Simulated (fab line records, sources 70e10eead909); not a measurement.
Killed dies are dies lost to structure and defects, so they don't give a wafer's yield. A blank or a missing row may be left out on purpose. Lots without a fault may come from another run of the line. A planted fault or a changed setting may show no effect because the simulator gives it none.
Chamber matching | flow nand_harc | NHARC_A_BLC_STRIP_21 on rie_diel-06: 4 sister chambers
The step strips in O2. 4 wafers are shown with their chamber, then 12 later ones without.

WAFERS WITH THEIR CHAMBER
wafer  | chamber | showerhead_plenum_p_Torr (Torr)
L093.3 | 0       | 3.69
L093.4 | 2       | 3.42
L094.4 | 1       | 3.51
L094.6 | 3       | 3.35

WAFERS WITHOUT THEIR CHAMBER
wafer  | showerhead_plenum_p_Torr (Torr)
L095.2 | 3.68
L095.3 | 3.34
L095.5 | 3.51
L096.4 | 3.51
L096.5 | 3.42
L096.6 | 3.51
L096.1 | 3.34
L096.2 | 3.42
L096.3 | 3.68
L097.2 | 3.42
L097.4 | 3.34
L097.6 | 3.42

WHICH CHAMBER EACH WENT THROUGH
wafer  | from the rows above | in truth
L095.2 | 0                   | 0
L095.3 | 3                   | 3
L095.5 | 1                   | 1
L096.4 | 1                   | 1
L096.5 | 2                   | 2
L096.6 | 1                   | 1
L096.1 | 3                   | 3
L096.2 | 2                   | 2
L096.3 | 0                   | 0
L097.2 | 2                   | 2
L097.4 | 3                   | 3
L097.6 | 2                   | 2
Placed correctly: 12 of 12. Can't be placed from these rows: 0. Placed wrongly: 0.
How it was worked out, from the rows above alone: a wafer's distance from a chamber is the root of the sum, over the readings, of the square of ((its reading less the chamber's mean) divided by the reading's scatter). The wafer belongs to the nearest chamber; if the next one is less than 2 further off, it can't be placed. A chamber's mean is the mean of its shown wafers. The scatter: with one shown wafer a chamber, the root of the mean of the squares of how far each hidden wafer lies from its nearest shown one.
